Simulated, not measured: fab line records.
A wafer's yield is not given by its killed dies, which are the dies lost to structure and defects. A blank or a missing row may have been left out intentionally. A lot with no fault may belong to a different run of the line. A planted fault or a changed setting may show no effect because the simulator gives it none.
Chamber matching | flow n5Finfet | N5_BEOL_M5_ETCH_67 on rieDiel-03: 4 sister chambers
The step etches SiARC in CF4, target depth 15.6 nm, time 26 s. 16 wafers are shown with their chamber, then 8 later ones without.

WAFERS PAIRED WITH THEIR CHAMBERS
wafer  | chamber | showerheadPlenumPTorr (Torr) | drypumpMotorCurrentA (A) | throttleValvePct (%)
L077.1 | 1       | 2.05                         | 6.20                     | 15.86
L077.2 | 2       | 2.28                         | 5.56                     | 15.44
L077.3 | 0       | 2.13                         | 5.37                     | 15.78
L077.4 | 3       | 2.14                         | 5.25                     | 15.74
L077.5 | 0       | 2.13                         | 5.39                     | 15.78
L077.6 | 1       | 2.05                         | 6.20                     | 15.85
L080.2 | 2       | 2.28                         | 5.53                     | 15.43
L080.3 | 0       | 2.12                         | 5.39                     | 15.78
L080.6 | 3       | 2.14                         | 5.23                     | 15.74
L083.3 | 3       | 2.14                         | 5.25                     | 15.73
L083.4 | 3       | 2.14                         | 5.23                     | 15.74
L083.5 | 1       | 2.05                         | 6.22                     | 15.87
L084.1 | 0       | 2.12                         | 5.34                     | 15.81
L084.2 | 1       | 2.05                         | 6.21                     | 15.86
L084.4 | 1       | 2.05                         | 6.21                     | 15.87
L087.4 | 0       | 2.12                         | 5.40                     | 15.83

SIGNATURES, as means of the wafers listed above
reading               | chamber 0 | chamber 1 | chamber 2 | chamber 3 | scatter within a chamber
showerheadPlenumPTorr | 2.1240    | 2.0500    | 2.2800    | 2.1400    | 0.00316
drypumpMotorCurrentA  | 5.3780    | 6.2080    | 5.5450    | 5.2400    | 0.0169
throttleValvePct      | 15.7960   | 15.8620   | 15.4350   | 15.7375   | 0.0145
Rule: a wafer's distance from a chamber is the root of the sum, over the readings, of the square of ((its reading less the chamber's mean) divided by the reading's scatter). The wafer belongs to the nearest chamber; if the next one is less than 2 further off, it can't be placed. How the scatter is found: for the shown wafers, subtract from each reading the mean of its chamber, square and add these, divide the total by (wafers less chambers), then take the root.

WAFERS WITH NO CHAMBER GIVEN
wafer  | showerheadPlenumPTorr (Torr) | drypumpMotorCurrentA (A) | throttleValvePct (%)
L087.5 | 2.14                         | 5.22                     | 15.78
L087.6 | 2.04                         | 6.22                     | 15.87
L093.1 | 2.11                         | 5.38                     | 15.84
L093.3 | 2.13                         | 5.22                     | 15.79
L093.4 | 2.27                         | 5.53                     | 15.48
L095.2 | 2.13                         | 5.25                     | 15.79
L095.3 | 2.11                         | 5.38                     | 15.84
L095.5 | 2.11                         | 5.38                     | 15.86

EACH ONE'S CHAMBER
wafer  | from the rows above | in truth
L087.5 | 3                   | 3
L087.6 | 1                   | 1
L093.1 | 0                   | 0
L093.3 | 3                   | 3
L093.4 | 2                   | 2
L095.2 | 3                   | 3
L095.3 | 0                   | 0
L095.5 | 0                   | 0
8 of 8 placed correctly. Number that these rows cannot place: 0. Placed wrongly: 0.
